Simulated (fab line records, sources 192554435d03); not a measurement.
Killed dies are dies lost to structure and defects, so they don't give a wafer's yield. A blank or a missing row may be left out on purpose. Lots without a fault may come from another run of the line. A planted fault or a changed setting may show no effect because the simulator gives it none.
Problem report in the 8D (eight disciplines) form, filled by code | flow n5_finfet | the parts of the form that need people (team, actions taken, sign-off) are left out

1. THE PROBLEM
run_length_s at N5_BEOL_M2_VIA_ETCH_34 reads a mean of 84.7 s on 2 wafers of 2 lots; wafers without a fault read 89.2 s with a standard deviation of 0.51. That is -8.9 standard deviations from the usual mean.
The step: etches the open film in C4F6/O2, target depth 69.4 nm, time 65.9 s.
First seen on wafer L213.3, day 9 06:45, on rie_diel-02. The record holds 18 wafers of 6 lots with a number at this step. Rule for "out", or "out of limits": more than 4 standard deviations from the usual mean. The other wafers with a number count as sound.

2. WHAT IT IS AND WHAT IT IS NOT
question                    | is               | is not
which readings at this step | run_length_s     | drypump_motor_current_A, mfc_ar_sccm, oes_product_au, rf_vpp_V, showerhead_plenum_p_Torr, throttle_valve_pct
which lots                  | L213, L214       | L209, L223, L228, L229
which wafers of those lots  | L213.3, L214.2   | L213.5, L213.6, L214.4, L214.5
read on which tools         | rie_diel-02      | rie_diel-04, rie_diel-05
when                        | from day 9 06:45 | up to then (5 sound wafers); but 11 sound wafers of L214, L223, L228, L229 came after

3. SUSPECTS, AND WHAT RULES EACH OUT
Counting: a tool at a process step up to the reading stays a suspect if it ran every lot that is out. Sound lots after the first of them don't rule it out here, since some wafers of a struck lot are sound.
- rie_diel-02 at N5_BEOL_M2_ETCH_70 (etches SOC in N2/H2, target depth 80 nm, overetch 24 nm, time 130 s): kept. It ran every lot that is out, first L213 (day 9 06:39).
- rie_diel-02 at N5_BEOL_M2_VIA_ETCH_34 (etches the open film in C4F6/O2, target depth 69.4 nm, time 65.9 s): kept. It ran every lot that is out, first L213 (day 9 06:45). Its own readings are out on those wafers: run_length_s.
Left after counting: rie_diel-02 at N5_BEOL_M2_ETCH_70, rie_diel-02 at N5_BEOL_M2_VIA_ETCH_34.

4. THE CAUSE (what the simulator had put in)
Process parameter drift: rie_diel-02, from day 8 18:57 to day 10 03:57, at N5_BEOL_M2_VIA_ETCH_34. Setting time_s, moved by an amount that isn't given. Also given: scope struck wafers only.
Counting left 2 suspects, and this tool is among them.

5. THE CHAIN OF EFFECTS, in route order
Each row: a reading whose mean over the struck wafers that have a number lies more than 3 standard deviations from the usual. Only readings for which the record gives a usual standard deviation are gone through. hours: the time from each lot's start at the first step in this table that gives one to its start at this step, as a median over the lots. sigmas: the change in usual standard deviations.
hours | step                   | reading      | usual  | on struck wafers | change | sigmas
0     | N5_BEOL_M2_VIA_ETCH_34 | run_length_s | 89.2 s | 84.7             | -4.5   | -8.9
The process steps in it:
- N5_BEOL_M2_VIA_ETCH_34: etches the open film in C4F6/O2, target depth 69.4 nm, time 65.9 s.
Later measuring or inspecting steps at which every struck wafer that the step has a row for has a number for every such reading, and none has moved that far: N5_BEOL_M4_RC_MEAS_101.

6. WHAT WOULD HAVE CAUGHT IT SOONER
In this record the first reading out of limits was taken at day 9 06:45, 12 hours after the fault began at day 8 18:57.
